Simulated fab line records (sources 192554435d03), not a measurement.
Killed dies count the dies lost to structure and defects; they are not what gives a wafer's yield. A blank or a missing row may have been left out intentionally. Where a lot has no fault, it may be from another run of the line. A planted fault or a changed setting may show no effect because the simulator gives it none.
A struck lot beside a sound one || flow n5_finfet || 14 steps out of a route of 1938
Sound: the wafers L449.1, L449.5, L449.6. Struck: wafer L459.6 (left out: L459.3, L459.5 of the same lot, which were not struck); the cause appears at the end.
Each step with rows lists, per side, the tool, then ch with its chambers, then its first start. Under that, the readings that differ: sound wafers || struck wafers || difference of the means || sigmas: that difference in standard deviations of wafers without a fault.
alike: readings whose means differ by less than 2 such deviations, and words and numbers that are the same on both sides. not compared: withheld readings, readings that some wafer has no value for, bounds like >300 that may hide the same value, and numbers for which the record gives no deviation and whose values overlap.
Wherever a step has rows on one side only, a row that says differs or no value, or a row with sigmas, the two part there. When numbers do not overlap yet have no deviation, they are printed without sigmas and do not part them. A reading missing from all wafers of one side parts the sides only when that side holds two or more wafers.

first, 2 steps without rows for these wafers: N5_BEOL_M15_DEVELOP_27 (develop time 45 s); N5_BEOL_M15_HARDBAKE_32 (time 120 s).
N5_BEOL_M15_CD_MEAS_28: target cd 407.6 nm.
  sound on cd_sem-02 ch 0, day 12 10:30; struck on cd_sem-02 ch 0, day 15 11:07
  alike: cd_nm
N5_BEOL_M15_OVL_MEAS_29:
  sound on overlay-01 ch 0, day 12 10:32; struck on overlay-01 ch 0, day 15 11:08
  alike: M15_OVL
N5_BEOL_M15_INSPECT_30: inspects for defects (macro).
  struck on defect_inspect-02, day 15 11:10; sound on defect_inspect-02, day 12 10:34
  alike: raw_defect_count
N5_BEOL_M15_DESCUM_33: chemistry O2, time 7.9 s.
  sound on rie_diel-02 ch 0,1, day 12 10:35; struck on rie_diel-03 ch 1, day 15 11:13
{"reading": "rf_vpp_V (V)", "sound": "245.5 243.4 242.8", "struck": 241.3, "difference": -2.6, "sigmas": -2}
{"reading": "showerhead_plenum_p_Torr (Torr)", "sound": "2.15 2.11 2.15", "struck": 1.97, "difference": -0.17, "sigmas": -3}
  alike: drypump_motor_current_A, o2_flow_sccm, oes_product_au, throttle_valve_pct
  not compared: rf_hours_counter_h
N5_BEOL_M15_ETCH_61: etches BARC in N2/H2, target depth 89 nm, overetch 26.7 nm, time 67.9 s.
  sound on rie_diel-02 ch 0,1, day 12 10:38; struck on rie_diel-03 ch 1, day 15 11:15
{"reading": "rf_vpp_V (V)", "sound": "526.9 522.6 525.8", "struck": 520.4, "difference": -4.7, "sigmas": -2}
{"reading": "showerhead_plenum_p_Torr (Torr)", "sound": "2.59 2.55 2.59", "struck": 2.37, "difference": -0.21, "sigmas": -3}
  alike: drypump_motor_current_A, oes_product_au, throttle_valve_pct
  not compared: rf_hours_counter_h
N5_BEOL_M15_TRENCH_ETCH_34: etches SiO2 in C4F8/O2/Ar, target depth 872.93 nm, time 199 s.
  sound on rie_diel-02 ch 0,1, day 12 10:41; struck on rie_diel-03 ch 1, day 15 11:18
{"reading": "showerhead_plenum_p_Torr (Torr)", "sound": "3.54 3.44 3.54", "struck": 3.26, "difference": -0.25, "sigmas": -3}
  alike: drypump_motor_current_A, he_inner_torr, oes_ar_750_au, oes_product_au, rf_vpp_V, throttle_valve_pct
  not compared: rf_hours_counter_h
then, 1 step without rows for these wafers: N5_BEOL_M15_STRIP_36 (strips in O2).
N5_BEOL_M15_STRIP_62: strips in O2.
  sound on rie_diel-02 ch 2,3; struck on rie_diel-03 ch 2
  alike: drypump_motor_current_A, o2_flow_sccm, oes_product_au, rf_vpp_V, showerhead_plenum_p_Torr, throttle_valve_pct
  not compared: rf_hours_counter_h
N5_BEOL_M15_STRIP_37: strips in O2.
  sound on rie_diel-02 ch 2,3; struck on rie_diel-03 ch 2
  alike: drypump_motor_current_A, o2_flow_sccm, oes_product_au, rf_vpp_V, showerhead_plenum_p_Torr, throttle_valve_pct
  not compared: rf_hours_counter_h
N5_BEOL_M15_ETCH_38: etches SiCN in CF4/N2, target depth 106.4 nm, time 120.5 s.
  sound on rie_diel-02 ch 2,3, day 12 11:01; struck on rie_diel-03 ch 2, day 15 13:20
{"reading": "model.etch.depth_nm (nm)", "sound": "94.55 95.15 96.23", "struck": 80.79, "difference": -14.52, "sigmas": ""}
  alike: drypump_motor_current_A, oes_product_au, rf_vpp_V, showerhead_plenum_p_Torr, throttle_valve_pct
  not compared: rf_hours_counter_h
then, 1 step without rows for these wafers: N5_BEOL_M15_PRECLEAN_39 (cleans in residue remover, time 60 s).
N5_PASSIVATION_PROBE_49:
  the record has rows for the sound wafers here (prober-02, day 13 02:25) and none for the struck ones

WHERE THEY PART
At N5_BEOL_M15_DESCUM_33 first; at N5_PASSIVATION_PROBE_49 last (within this record only).

WHY: whatever the simulator had introduced
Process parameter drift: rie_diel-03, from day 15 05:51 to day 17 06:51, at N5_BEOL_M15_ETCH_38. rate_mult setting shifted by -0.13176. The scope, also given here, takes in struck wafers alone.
